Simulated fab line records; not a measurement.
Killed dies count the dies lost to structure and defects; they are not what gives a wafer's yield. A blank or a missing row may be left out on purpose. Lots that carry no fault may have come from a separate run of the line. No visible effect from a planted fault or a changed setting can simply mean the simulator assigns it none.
Chamber matching	flow n5Finfet	aldMetal-01 running N5_BEOL_M2_ALD_84: 4 sister chambers
The step deposits TaN, pulse time 2 s, purge time 3 s, co reactant purge time 2 s. 4 wafers are shown with their chamber, then 10 later ones without.

WAFERS WITH THEIR CHAMBER
wafer	chamber	heaterPowerW (W)
L084.4	3	411
L086.5	0	404
L087.1	1	372
L087.3	2	371

WAFERS WHOSE CHAMBER IS MISSING
wafer	heaterPowerW (W)
L087.6	400
L090.1	365
L090.3	368
L090.5	360
L095.1	407
L095.4	371
L095.5	417
L096.1	361
L096.2	411
L096.5	423

WHICH CHAMBER EACH WENT THROUGH
wafer	from the rows above	in truth
L087.6	can't be placed: 0 or 3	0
L090.1	can't be placed: 2 or 1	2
L090.3	can't be placed: 2 or 1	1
L090.5	can't be placed: 2 or 1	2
L095.1	can't be placed: 0 or 3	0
L095.4	can't be placed: 2 or 1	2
L095.5	can't be placed: 3 or 0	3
L096.1	can't be placed: 2 or 1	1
L096.2	can't be placed: 3 or 0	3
L096.5	can't be placed: 3 or 0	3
Correctly placed: 0 of 10. Cannot be placed on the basis of these rows: 10; the candidates contain the true chamber in 10. Wrongly placed: 0.
How it was worked out, from the rows above alone: a wafer's distance from a chamber is the root of the sum, over the readings, of the square of ((its reading less the chamber's mean) divided by the reading's scatter). If the next closest chamber is less than 2 further off than the closest, the wafer can't be placed; otherwise it belongs to the closest. Each chamber's mean is taken over the wafers shown for it. The scatter: root of mean squared gap, hidden wafer to nearest shown wafer, with one shown wafer a chamber.
